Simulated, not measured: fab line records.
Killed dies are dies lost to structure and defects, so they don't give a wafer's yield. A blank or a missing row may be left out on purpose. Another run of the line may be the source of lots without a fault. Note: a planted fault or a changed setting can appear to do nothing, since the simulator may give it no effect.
Matching of chambers | flow n5_finfet | N5_GATE_CUT_CMP_02 on cmp-03: 4 sister chambers
The step polishes, stops on SiO2, t overpolish 12.7 s, target thk 0 nm. 16 wafers are shown with their chamber, then 8 later ones without.

== EACH WAFER AND ITS CHAMBER ==
wafer  | chamber | motor_current_A (A) | time_to_endpoint_s (s) | retaining_ring_pressure_frac
L080.1 | 1       | 10.5                | 23                     | 0.996
L080.2 | 3       | 8.7                 | 23                     | 1.011
L080.6 | 2       | 9.5                 | 25                     | 0.993
L081.2 | 1       | 11.1                | 25                     | 0.999
L081.3 | 0       | 7.8                 | 23                     | 0.994
L081.5 | 0       | 8.3                 | 26                     | 1.000
L082.2 | 1       | 10.3                | 19                     | 1.000
L082.5 | 0       | 8.1                 | 22                     | 1.001
L082.6 | 1       | 11.0                | 19                     | 1.002
L083.1 | 1       | 10.7                | 21                     | 1.006
L083.2 | 3       | 8.0                 | 19                     | 1.002
L083.3 | 0       | 8.3                 | 19                     | 1.001
L084.1 | 3       | 8.3                 | 23                     | 1.006
L084.3 | 2       | 9.5                 | 26                     | 1.007
L084.6 | 0       | 8.2                 | 23                     | 1.000
L085.1 | 0       | 7.9                 | 22                     | 0.988

SIGNATURES, as means of the wafers listed above
reading                      | chamber 0 | chamber 1 | chamber 2 | chamber 3 | scatter within a chamber
motor_current_A              | 8.100     | 10.720    | 9.500     | 8.333     | 0.276
time_to_endpoint_s           | 22.50     | 21.40     | 25.50     | 21.67     | 2.31
retaining_ring_pressure_frac | 0.99733   | 1.00060   | 1.00000   | 1.00633   | 0.00527
Rule: for each reading, subtract the chamber's mean from the wafer's reading, divide by that reading's scatter and square the result; add these up over the readings and take the root, which gives the wafer's distance from the chamber. The wafer belongs to the nearest chamber; if the next one is less than 2 further off, it can't be placed. How the scatter is found: for the shown wafers, subtract from each reading the mean of its chamber, square and add these, divide the total by (wafers less chambers), then take the root.

== WAFERS MISSING THEIR CHAMBER ==
wafer  | motor_current_A (A) | time_to_endpoint_s (s) | retaining_ring_pressure_frac
L085.2 | 7.5                 | 22                     | 1.001
L085.6 | 10.2                | 24                     | 1.010
L092.1 | 7.9                 | 23                     | 0.996
L092.4 | 9.2                 | 29                     | 0.998
L092.5 | 9.6                 | 27                     | 0.998
L097.1 | 10.7                | 21                     | 1.005
L097.2 | 7.9                 | 20                     | 1.006
L097.5 | 8.9                 | 21                     | 1.004

== THE CHAMBER EACH PASSED THROUGH ==
wafer  | from the rows above          | in truth
L085.2 | can't be placed: 0 or 3      | 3
L085.6 | can't be placed: 1 or 2      | 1
L092.1 | can't be placed: 0 or 3      | 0
L092.4 | 2                            | 2
L092.5 | 2                            | 2
L097.1 | 1                            | 1
L097.2 | can't be placed: 3 or 0      | 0
L097.5 | can't be placed: 3 or 2 or 0 | 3
3 of 8 placed correctly. These rows do not allow placing 5 (true chamber among the candidates in 5). 0 placed wrongly.
